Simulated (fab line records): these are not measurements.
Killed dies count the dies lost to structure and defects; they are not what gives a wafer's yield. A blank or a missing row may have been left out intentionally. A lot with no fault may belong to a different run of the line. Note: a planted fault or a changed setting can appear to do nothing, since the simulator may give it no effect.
2 desks, one fault    flow nand-harc    each desk holds nothing but its own numbers, with what lay behind them at the end

== DESK OF THE TOOL OWNER: litho-track-06 ==
The tool's own readings at NHARC_A_SLIT_SOFTBAKE_04 (time 55 s): means of the sampled wafers that have a number, for each lot that ran on this tool. Any lot whose mean is over 4 standard deviations away from the usual mean is out of limits and marked OUT; that distance is given in the brackets.
Columns: A = heater-power-total-W at NHARC_A_SLIT_SOFTBAKE_04, usual 188.46 W; B = resist-line-temp-C at NHARC_A_SLIT_SOFTBAKE_04, usual 23.04 C
lot   first seen here  A                 B
L825  day 15 16:00     188.51            23.12
L827  day 16 11:00     195.68 (+52) OUT  23.04
L828  day 17 04:00     195.59 (+51) OUT  23.05
L840  day 19 23:00     188.53            23.21
This desk finds L827, L828 out of limits, L827 being first, at day 16 11:00 (heater-power-total-W at NHARC_A_SLIT_SOFTBAKE_04). In limits: L825, L840.

== METROLOGY DESK ==
Lot by lot, what the gauges showed, no matter which tool ran the lot: averages of those sampled wafers that carry a number. Any lot whose mean is over 4 standard deviations away from the usual mean is out of limits and marked OUT; that distance is given in the brackets.
Columns: A = cd-nm at NHARC_A_SGD_CUT_CD_MEAS_09, usual 100.0 nm; B = overlay-x-nm at NHARC_A_SGD_CUT_OVL_MEAS_10, usual -0.2 nm; C = overlay-y-nm at NHARC_A_SGD_CUT_OVL_MEAS_10, usual -0.1 nm
lot   first seen here  A      B     C
L818  day 14 00:46     100.3  -0.3  -0.5
L825  day 15 03:36     100.0  2.0   0.9
L827  day 15 22:14     99.7   0.2   0.1
L831  day 16 19:38     100.1  -2.1  -0.6
L828  day 16 21:06     99.9   0.7   0.1
L832  day 17 22:05     100.4  -0.7  -1.0
L836  day 18 05:28     100.4  0.6   -1.0
L834  day 18 07:00     99.8   0.7   -1.5
L835  day 18 08:33     99.8   -0.1  -0.8
L838  day 19 00:06     99.7   -1.1  0.8
L840  day 19 12:55     100.0  -1.7  -0.5
L839  day 19 12:58     100.2  -1.8  -1.0
L841  day 19 19:37     100.3  0.6   -1.2
This desk's verdict: no lot among the 13 shows anything out of limits.

== ALL TOGETHER ==
On L827, L828, at day 16 11:00, an alarm was possible from the tool owner's desk.
The metrology desk saw nothing out of limits.
The metrology desk holds a record of L827, L828, inside its limits.
All the named lots went through NHARC_A_SLIT_SOFTBAKE_04 on litho-track-06.

== WHAT HAD BEEN PUT IN BY THE SIMULATOR ==
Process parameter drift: litho-track-06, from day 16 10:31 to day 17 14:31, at NHARC_A_SLIT_SOFTBAKE_04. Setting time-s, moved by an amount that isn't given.
Lots struck among those shown: L827, L828.
Each desk's first reading out of limits, in hours after the fault started: the tool owner's desk, 0.
